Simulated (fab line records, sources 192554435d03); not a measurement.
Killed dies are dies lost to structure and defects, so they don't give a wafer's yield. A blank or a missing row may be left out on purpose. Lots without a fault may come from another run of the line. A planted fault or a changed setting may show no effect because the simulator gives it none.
Which tool did it? | flow n5_finfet | 11 lots, 33 wafers sampled, at 1 step of a route of 1938

WHAT THE GAUGES READ, wafer by wafer
N5_HKMG_FIN_INSPECT_61: inspects for defects (macro). Usual: raw_defect_count 1.9, standard deviation 1.4.
lot  | measured    | on                | raw_defect_count | flag
L118 | day 4 13:35 | defect_inspect-02 | 1 1 2            |
L119 | day 4 18:25 | defect_inspect-02 | 2 0 4            |
L120 | day 5 00:40 | defect_inspect-02 | 3 2 1            |
L123 | day 5 20:42 | defect_inspect-01 | 2 2 2            |
L125 | day 6 07:59 | defect_inspect-02 | 3 0 1            |
L129 | day 7 08:23 | defect_inspect-01 | 2 5 0            |
L133 | day 8 06:10 | defect_inspect-01 | 0 1 2            |
L134 | day 8 11:29 | defect_inspect-01 | 0 1 1            |
L135 | day 8 20:19 | defect_inspect-01 | 4 5 1            |
L136 | day 9 04:02 | defect_inspect-02 | 3 2 1            |
L139 | day 9 21:50 | defect_inspect-01 | 5 0 4            |

WHICH TOOL RAN EACH LOT (tool, then ch and the chambers of the sampled wafers, then the start)
The record holds no process step before these readings.

WHAT THE TOOLS THEMSELVES READ (means of the sampled wafers that have a number; where no wafer has one, the mark that the record gives instead)
The record holds no such reading with a usual standard deviation.

THE ANSWER, worked out from the rows above alone
Rule: a lot is off if the mean of its wafers that have a number lies more than 3 standard deviations from the usual mean. A lot without any number at a reading at which 4 lots or more have one is off too. The other lots that the step has rows for count as sound. The gauges are gone through in route order, then the tools' own readings, and for those a lot's mean is taken as printed above. The first step at which some lot is off is used, and at that step the reading that is off furthest; a lot without a number counts as furthest.
No lot is off at any reading shown: from this, nothing can be told.

WHAT THE SIMULATOR HAD PUT IN
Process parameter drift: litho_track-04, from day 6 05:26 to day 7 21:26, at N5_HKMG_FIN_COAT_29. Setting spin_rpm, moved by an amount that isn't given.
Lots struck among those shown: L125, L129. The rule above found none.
